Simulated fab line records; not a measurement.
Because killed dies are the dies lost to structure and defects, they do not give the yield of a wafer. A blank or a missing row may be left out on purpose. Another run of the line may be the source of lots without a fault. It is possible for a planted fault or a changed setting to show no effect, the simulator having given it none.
fab line records	flow n5Finfet
[record] lots = 24	wafers = 72	lastDay = 21
route steps=1938 shown ILD0@339 SDB@357 DUMMY_REMOVAL@381 HKMG_FIN@400
lots that met no fault: taken from a fault-free run of the same line
startH: start of the lot's first displayed wafer, in hours after the record's first day	waitH: hours from the lot's prior step to this one	" same as the row above	L1.1+2: a row that stands for several wafers	- no value, or no start given	* or withheld: withheld	< > ~ a bound
route shown NAME@n: NAME is a module with steps in the file, n the number in the route of the first one	usual: the fault-free wafers' mean and standard deviation	same: alike in all rows	chamber/n: place in a boat	sites: per-site readings	_std_site: how widely they spread, as a standard deviation	_edge_site: inner sites' mean taken away from outer sites' mean	radiusMm: for every site, how far away it sits from the centre of the wafer	mask NAME#n: copy n	behind: the last tool/chamber to shape the wafer	hold: what put the lot on hold/how long, in hours/how the hold closed	device: transistor that didn't switch, given as n, p or np	end of line: tests of these same wafers at the route's end	where a step has no rows: the recipe by itself	killed: dies lost to structure and defects at the first sort, not the wafer's yield	map: per-die view of a wafer (x killed, . not killed, _ where there is no die)
set.NAME: the setting the step ran with; set.NAME@STEP: the setting that earlier step ran with	model.NAME: the simulator's own value behind a step, which no gauge read
steps of the route over a sample of lots; a table a step, a row a wafer
[[steps]]
[step N5_ILD0_THK_MEAS_04]
[usual] thkNm = 196.3/1.7
lot.wafer	tool	chamber	startH	waitH	thkNm
L074.3	filmMetro-01	-	69.43	-	197.7
L074.4	"	-	"	"	194.6
L074.5	"	-	"	"	198.2
L075.1	filmMetro-02	-	69.79	-	198.3
L075.4	"	-	"	"	196.9
L075.5	"	-	"	"	195.5
L076.2	filmMetro-02	-	71.62	-	196.1
L076.5	"	-	"	"	196.6
L076.6	"	-	"	"	196.5
L077.2	filmMetro-01	-	77.74	-	196.6
L077.3	"	-	"	"	198.9
L077.6	"	-	"	"	197.9
L078.1	filmMetro-01	-	86.06	-	197.0
L078.4	"	-	"	"	197.0
L078.6	"	-	"	"	196.6
L079.2	filmMetro-02	-	92.04	-	198.9
L079.3	"	-	"	"	196.2
L079.4	"	-	"	"	196.1
L080.2	filmMetro-01	-	101.29	-	197.7
L080.4	"	-	"	"	199.1
L080.5	"	-	"	"	198.5
L081.1	filmMetro-01	-	109.71	-	195.8
L081.2	"	-	"	"	195.9
L081.6	"	-	"	"	196.1
L082.1	filmMetro-02	-	112.03	-	195.8
L082.3	"	-	"	"	198.1
L082.6	"	-	"	"	195.2
L083.1	filmMetro-01	-	119.55	-	199.1
L083.2	"	-	"	"	196.9
L083.5	"	-	"	"	196.3
L084.1	filmMetro-02	-	128.63	-	195.6
L084.3	"	-	"	"	196.1
L084.5	"	-	"	"	197.2
L085.2	filmMetro-01	-	134.81	-	194.5
L085.3	"	-	"	"	196.3
L085.6	"	-	"	"	195.5
L086.3	filmMetro-01	-	138.50	-	197.0
L086.5	"	-	"	"	194.2
L086.6	"	-	"	"	193.9
L087.1	filmMetro-02	-	141.39	-	195.5
L087.2	"	-	"	"	193.2
L087.6	"	-	"	"	198.1
L088.1	filmMetro-02	-	145.76	-	196.8
L088.5	"	-	"	"	194.7
L088.6	"	-	"	"	196.1
L089.1	filmMetro-02	-	152.47	-	194.2
L089.2	"	-	"	"	198.2
L089.5	"	-	"	"	196.9
L090.2	filmMetro-02	-	158.07	-	194.9
L090.3	"	-	"	"	195.2
L090.6	"	-	"	"	197.2
L091.3	filmMetro-01	-	162.87	-	198.8
L091.4	"	-	"	"	193.5
L091.6	"	-	"	"	197.6
L092.3	filmMetro-02	-	169.13	-	193.0
L092.5	"	-	"	"	196.2
L092.6	"	-	"	"	190.0
L093.1	filmMetro-02	-	174.94	-	195.9
L093.3	"	-	"	"	195.5
L093.6	"	-	"	"	195.2
L094.1	filmMetro-02	-	184.52	-	199.0
L094.3	"	-	"	"	198.2
L094.4	"	-	"	"	197.8
L095.1	filmMetro-02	-	191.85	-	196.5
L095.3	"	-	"	"	193.6
L095.6	"	-	"	"	194.0
L096.1	filmMetro-02	-	193.02	-	192.3
L096.5	"	-	"	"	196.7
L096.6	"	-	"	"	191.8
L097.2	filmMetro-02	-	201.91	-	198.1
L097.3	"	-	"	"	199.7
L097.6	"	-	"	"	197.2
[step N5_SDB_OVL_MEAS_12]
[recipe] pointsPerWafer = 44
[usual] SDB_OVL = -0.2/0.79
lot.wafer	tool	chamber	startH	waitH	SDB_OVL[nm]
L074.3	overlay-02	0	73.51	0.0	-0.2
L074.4	"	0	"	"	0.0
L074.5	"	0	"	"	-0.5
L075.1	overlay-02	0	73.87	0.0	-0.1
L075.4	"	0	"	"	0.5
L075.5	"	0	"	"	0.3
L076.2	overlay-01	0	75.82	0.0	0.8
L076.5	"	0	"	"	0.7
L076.6	"	0	"	"	0.4
L077.2	overlay-02	0	81.88	0.0	-1.3
L077.3	"	0	"	"	-0.8
L077.6	"	0	"	"	-1.1
L078.1	overlay-02	0	90.24	0.0	0.4
L078.4	"	0	"	"	0.4
L078.6	"	0	"	"	0.4
L079.2	overlay-01	0	96.32	0.0	-0.5
L079.3	"	0	"	"	0.1
L079.4	"	0	"	"	-0.8
L080.2	overlay-01	0	105.37	0.0	-0.6
L080.4	"	0	"	"	-0.3
L080.5	"	0	"	"	0.7
L081.1	overlay-02	0	113.87	0.1	-0.9
L081.2	"	0	"	"	-0.3
L081.6	"	0	"	"	-0.5
L082.1	overlay-02	0	116.15	0.0	0.8
L082.3	"	0	"	"	-0.9
L082.6	"	0	"	"	-0.2
L083.1	overlay-02	0	123.64	0.0	-0.2
L083.2	"	0	"	"	0.3
L083.5	"	0	"	"	-0.5
L084.1	overlay-02	0	132.72	0.0	-0.1
L084.3	"	0	"	"	0.8
L084.5	"	0	"	"	-0.7
L085.2	overlay-01	0	139.12	0.0	0.9
L085.3	"	0	"	"	1.3
L085.6	"	0	"	"	0.7
L086.3	overlay-01	0	142.59	0.0	0.7
L086.5	"	0	"	"	0.6
L086.6	"	0	"	"	-1.0
L087.1	overlay-01	0	145.47	0.0	-0.8
L087.2	"	0	"	"	-1.2
L087.6	"	0	"	"	-0.5
L088.1	overlay-01	0	149.84	0.0	1.1
L088.5	"	0	"	"	-0.5
L088.6	"	0	"	"	-0.9
L089.1	overlay-01	0	156.56	0.0	-2.4
L089.2	"	0	"	"	-1.4
L089.5	"	0	"	"	-0.4
L090.2	overlay-01	0	162.05	0.0	-1.1
L090.3	"	0	"	"	-1.4
L090.6	"	0	"	"	0.0
L091.3	overlay-02	0	166.84	0.0	-0.9
L091.4	"	0	"	"	-0.3
L091.6	"	0	"	"	-0.3
L092.3	overlay-01	0	173.21	0.0	-1.2
L092.5	"	0	"	"	-0.1
L092.6	"	0	"	"	0.7
L093.1	overlay-02	0	179.19	0.0	-1.2
L093.3	"	0	"	"	-0.2
L093.6	"	0	"	"	-0.8
L094.1	overlay-02	0	188.63	0.0	-0.7
L094.3	"	0	"	"	0.5
L094.4	"	0	"	"	2.0
L095.1	overlay-02	0	195.93	0.0	-0.4
L095.3	"	0	"	"	-0.5
L095.6	"	0	"	"	-0.5
L096.1	overlay-01	0	197.11	0.0	0.5
L096.5	"	0	"	"	-0.3
L096.6	"	0	"	"	1.6
L097.2	overlay-02	0	206.23	0.0	-0.2
L097.3	"	0	"	"	-1.1
L097.6	"	0	"	"	0.2
[step N5_SDB_THK_MEAS_31]
[recipe] reads = a-Si_of_DUMMY_GATE_CVD_03
[usual] SDB_THK = 63.5/1.2
lot.wafer	tool	chamber	startH	waitH	SDB_THK[nm]
L074.3	filmMetro-02	-	77.65	-	61.4
L074.4	"	-	"	"	63.6
L074.5	"	-	"	"	61.5
L075.1	filmMetro-02	-	77.82	-	65.0
L075.4	"	-	"	"	63.2
L075.5	"	-	"	"	63.6
L076.2	filmMetro-02	-	79.70	-	63.3
L076.5	"	-	"	"	65.1
L076.6	"	-	"	"	62.1
L077.2	filmMetro-02	-	85.76	-	61.4
L077.3	"	-	"	"	62.9
L077.6	"	-	"	"	61.8
L078.1	filmMetro-01	-	97.46	-	64.2
L078.4	"	-	"	"	65.9
L078.6	"	-	"	"	64.5
L079.2	filmMetro-02	-	101.41	-	64.0
L079.3	"	-	"	"	64.7
L079.4	"	-	"	"	62.8
L080.2	filmMetro-01	-	109.42	-	62.9
L080.4	"	-	"	"	63.0
L080.5	"	-	"	"	63.6
L081.1	filmMetro-01	-	118.92	-	64.1
L081.2	"	-	"	"	64.6
L081.6	"	-	"	"	63.6
L082.1	filmMetro-02	-	120.82	-	64.2
L082.3	"	-	"	"	63.1
L082.6	"	-	"	"	64.8
L083.1	filmMetro-02	-	127.52	-	63.1
L083.2	"	-	"	"	65.1
L083.5	"	-	"	"	65.0
L084.1	filmMetro-01	-	137.12	-	64.7
L084.3	"	-	"	"	62.6
L084.5	"	-	"	"	63.3
L085.2	filmMetro-02	-	143.61	-	62.7
L085.3	"	-	"	"	64.5
L085.6	"	-	"	"	63.9
L086.3	filmMetro-01	-	146.76	-	63.9
L086.5	"	-	"	"	65.3
L086.6	"	-	"	"	61.9
L087.1	filmMetro-02	-	150.49	-	64.9
L087.2	"	-	"	"	63.4
L087.6	"	-	"	"	62.9
L088.1	filmMetro-01	-	154.25	-	63.5
L088.5	"	-	"	"	63.0
L088.6	"	-	"	"	63.1
L089.1	filmMetro-02	-	160.50	-	64.8
L089.2	"	-	"	"	61.8
L089.5	"	-	"	"	61.6
L090.2	filmMetro-02	-	166.78	-	64.1
L090.3	"	-	"	"	62.5
L090.6	"	-	"	"	61.2
L091.3	filmMetro-01	-	170.72	-	63.3
L091.4	"	-	"	"	65.1
L091.6	"	-	"	"	61.6
L092.3	filmMetro-02	-	177.12	0.2	63.1
L092.5	"	-	"	"	62.4
L092.6	"	-	"	"	65.1
L093.1	filmMetro-01	-	184.68	-	63.2
L093.3	"	-	"	"	63.1
L093.6	"	-	"	"	65.0
L094.1	filmMetro-01	-	192.67	-	62.2
L094.3	"	-	"	"	64.7
L094.4	"	-	"	"	64.0
L095.1	filmMetro-02	-	200.26	-	64.4
L095.3	"	-	"	"	63.8
L095.6	"	-	"	"	63.0
L096.1	filmMetro-01	-	201.26	-	60.6
L096.5	"	-	"	"	63.2
L096.6	"	-	"	"	62.0
L097.2	filmMetro-01	-	212.23	-	62.5
L097.3	"	-	"	"	64.1
L097.6	"	-	"	"	63.9
[step N5_SDB_INSPECT_36]
[recipe] inspectInstrument = darkfield	mode = postCmp
[usual] rawDefectCount = 40/15
lot.wafer	tool	chamber	startH	waitH	rawDefectCount
L074.3	defectInspect-01	-	77.68	0.0	31
L074.4	"	-	"	"	49
L074.5	"	-	"	"	55
L075.1	defectInspect-01	-	77.85	0.0	70
L075.4	"	-	"	"	49
L075.5	"	-	"	"	55
L076.2	defectInspect-02	-	79.73	0.0	39
L076.5	"	-	"	"	61
L076.6	"	-	"	"	47
L077.2	defectInspect-02	-	85.78	0.0	24
L077.3	"	-	"	"	26
L077.6	"	-	"	"	21
L078.1	defectInspect-02	-	97.49	0.0	65
L078.4	"	-	"	"	33
L078.6	"	-	"	"	42
L079.2	defectInspect-01	-	101.44	0.0	28
L079.3	"	-	"	"	32
L079.4	"	-	"	"	42
L080.2	defectInspect-01	-	109.45	0.0	52
L080.4	"	-	"	"	26
L080.5	"	-	"	"	43
L081.1	defectInspect-01	-	118.95	0.0	60
L081.2	"	-	"	"	39
L081.6	"	-	"	"	36
L082.1	defectInspect-02	-	120.85	0.0	24
L082.3	"	-	"	"	20
L082.6	"	-	"	"	18
L083.1	defectInspect-02	-	127.55	0.0	14
L083.2	"	-	"	"	24
L083.5	"	-	"	"	59
L084.1	defectInspect-02	-	137.15	0.0	59
L084.3	"	-	"	"	51
L084.5	"	-	"	"	53
L085.2	defectInspect-02	-	143.63	0.0	40
L085.3	"	-	"	"	54
L085.6	"	-	"	"	39
L086.3	defectInspect-01	-	146.79	0.0	26
L086.5	"	-	"	"	29
L086.6	"	-	"	"	38
L087.1	defectInspect-01	-	150.52	0.0	42
L087.2	"	-	"	"	27
L087.6	"	-	"	"	25
L088.1	defectInspect-02	-	154.27	0.0	12
L088.5	"	-	"	"	16
L088.6	"	-	"	"	26
L089.1	defectInspect-02	-	160.53	0.0	46
L089.2	"	-	"	"	33
L089.5	"	-	"	"	35
L090.2	defectInspect-02	-	166.81	0.0	29
L090.3	"	-	"	"	36
L090.6	"	-	"	"	59
L091.3	defectInspect-01	-	170.75	0.0	67
L091.4	"	-	"	"	65
L091.6	"	-	"	"	28
L092.3	defectInspect-02	-	177.14	0.0	60
L092.5	"	-	"	"	50
L092.6	"	-	"	"	73
L093.1	defectInspect-02	-	184.70	0.0	42
L093.3	"	-	"	"	91
L093.6	"	-	"	"	41
L094.1	defectInspect-02	-	192.70	0.0	36
L094.3	"	-	"	"	51
L094.4	"	-	"	"	34
L095.1	defectInspect-01	-	200.29	0.0	27
L095.3	"	-	"	"	25
L095.6	"	-	"	"	39
L096.1	defectInspect-01	-	201.28	0.0	39
L096.5	"	-	"	"	50
L096.6	"	-	"	"	41
L097.2	defectInspect-02	-	212.25	0.0	24
L097.3	"	-	"	"	30
L097.6	"	-	"	"	21
[step N5_DUMMY_REMOVAL_INSPECT_06]
[recipe] inspectInstrument = brightfield	mode = aei
[usual] rawDefectCount = 13/5.7
lot.wafer	tool	chamber	startH	waitH	rawDefectCount
L074.3	defectInspect-02	-	77.91	0.0	15
L074.4	"	-	"	"	16
L074.5	"	-	"	"	11
L075.1	defectInspect-02	-	78.08	0.0	10
L075.4	"	-	"	"	4
L075.5	"	-	"	"	12
L076.2	defectInspect-01	-	79.96	0.0	7
L076.5	"	-	"	"	12
L076.6	"	-	"	"	10
L077.2	defectInspect-01	-	86.01	0.0	16
L077.3	"	-	"	"	16
L077.6	"	-	"	"	25
L078.1	defectInspect-01	-	97.72	0.0	12
L078.4	"	-	"	"	13
L078.6	"	-	"	"	14
L079.2	defectInspect-01	-	101.74	0.0	11
L079.3	"	-	"	"	16
L079.4	"	-	"	"	24
L080.2	defectInspect-02	-	109.68	0.0	21
L080.4	"	-	"	"	6
L080.5	"	-	"	"	11
L081.1	defectInspect-01	-	119.18	0.0	12
L081.2	"	-	"	"	9
L081.6	"	-	"	"	12
L082.1	defectInspect-01	-	121.13	0.0	15
L082.3	"	-	"	"	10
L082.6	"	-	"	"	8
L083.1	defectInspect-01	-	127.78	0.0	6
L083.2	"	-	"	"	8
L083.5	"	-	"	"	8
L084.1	defectInspect-02	-	137.38	0.0	16
L084.3	"	-	"	"	11
L084.5	"	-	"	"	13
L085.2	defectInspect-01	-	143.86	0.0	10
L085.3	"	-	"	"	6
L085.6	"	-	"	"	14
L086.3	defectInspect-01	-	147.11	0.0	17
L086.5	"	-	"	"	24
L086.6	"	-	"	"	23
L087.1	defectInspect-01	-	150.75	0.0	10
L087.2	"	-	"	"	12
L087.6	"	-	"	"	5
L088.1	defectInspect-02	-	154.51	0.0	21
L088.5	"	-	"	"	22
L088.6	"	-	"	"	17
L089.1	defectInspect-02	-	160.81	0.0	16
L089.2	"	-	"	"	20
L089.5	"	-	"	"	9
L090.2	defectInspect-01	-	167.04	0.0	15
L090.3	"	-	"	"	27
L090.6	"	-	"	"	21
L091.3	defectInspect-02	-	171.14	0.0	12
L091.4	"	-	"	"	5
L091.6	"	-	"	"	7
L092.3	defectInspect-01	-	177.38	0.0	27
L092.5	"	-	"	"	6
L092.6	"	-	"	"	13
L093.1	defectInspect-02	-	185.03	0.0	14
L093.3	"	-	"	"	11
L093.6	"	-	"	"	16
L094.1	defectInspect-01	-	193.03	0.0	13
L094.3	"	-	"	"	10
L094.4	"	-	"	"	4
L095.1	defectInspect-01	-	200.52	0.0	15
L095.3	"	-	"	"	21
L095.6	"	-	"	"	10
L096.1	defectInspect-01	-	201.51	0.0	14
L096.5	"	-	"	"	14
L096.6	"	-	"	"	16
L097.2	defectInspect-01	-	212.48	0.0	13
L097.3	"	-	"	"	21
L097.6	"	-	"	"	11
[step N5_HKMG_FIN_INSPECT_61]
[recipe] mode = adi	inspectInstrument = macro
[usual] rawDefectCount = 2.2/1.5
lot.wafer	tool	chamber	startH	waitH	rawDefectCount
L074.3	defectInspect-01	-	79.35	0.0	1
L074.4	"	-	"	"	1
L074.5	"	-	"	"	3
L075.1	defectInspect-01	-	79.51	0.0	2
L075.4	"	-	"	"	3
L075.5	"	-	"	"	2
L076.2	defectInspect-02	-	81.22	0.0	1
L076.5	"	-	"	"	5
L076.6	"	-	"	"	1
L077.2	defectInspect-02	-	87.28	0.0	3
L077.3	"	-	"	"	2
L077.6	"	-	"	"	4
L078.1	defectInspect-02	-	99.08	0.0	4
L078.4	"	-	"	"	1
L078.6	"	-	"	"	1
L079.2	defectInspect-02	-	103.27	0.0	3
L079.3	"	-	"	"	1
L079.4	"	-	"	"	1
L080.2	defectInspect-02	-	110.97	0.0	5
L080.4	"	-	"	"	1
L080.5	"	-	"	"	1
L081.1	defectInspect-01	-	120.74	0.0	4
L081.2	"	-	"	"	3
L081.6	"	-	"	"	4
L082.1	defectInspect-01	-	122.64	0.0	1
L082.3	"	-	"	"	2
L082.6	"	-	"	"	3
L083.1	defectInspect-02	-	129.13	0.0	0
L083.2	"	-	"	"	2
L083.5	"	-	"	"	3
L084.1	defectInspect-01	-	138.74	0.0	2
L084.3	"	-	"	"	1
L084.5	"	-	"	"	4
L085.2	defectInspect-01	-	145.35	0.0	2
L085.3	"	-	"	"	2
L085.6	"	-	"	"	0
L086.3	defectInspect-01	-	148.43	0.0	3
L086.5	"	-	"	"	3
L086.6	"	-	"	"	3
L087.1	defectInspect-02	-	151.98	0.0	0
L087.2	"	-	"	"	2
L087.6	"	-	"	"	1
L088.1	defectInspect-01	-	155.77	0.0	5
L088.5	"	-	"	"	3
L088.6	"	-	"	"	4
L089.1	defectInspect-01	-	162.17	0.0	2
L089.2	"	-	"	"	2
L089.5	"	-	"	"	2
L090.2	defectInspect-01	-	168.41	0.0	0
L090.3	"	-	"	"	0
L090.6	"	-	"	"	2
L091.3	defectInspect-01	-	172.67	0.0	3
L091.4	"	-	"	"	4
L091.6	"	-	"	"	3
L092.3	defectInspect-02	-	178.73	0.0	4
L092.5	"	-	"	"	2
L092.6	"	-	"	"	2
L093.1	defectInspect-02	-	186.26	0.0	3
L093.3	"	-	"	"	2
L093.6	"	-	"	"	1
L094.1	defectInspect-01	-	194.48	0.0	4
L094.3	"	-	"	"	0
L094.4	"	-	"	"	5
L095.1	defectInspect-02	-	201.75	0.0	3
L095.3	"	-	"	"	1
L095.6	"	-	"	"	2
L096.1	defectInspect-01	-	202.96	0.0	3
L096.5	"	-	"	"	1
L096.6	"	-	"	"	1
L097.2	defectInspect-02	-	214.04	0.0	6
L097.3	"	-	"	"	5
L097.6	"	-	"	"	2
[[key]]
fault none
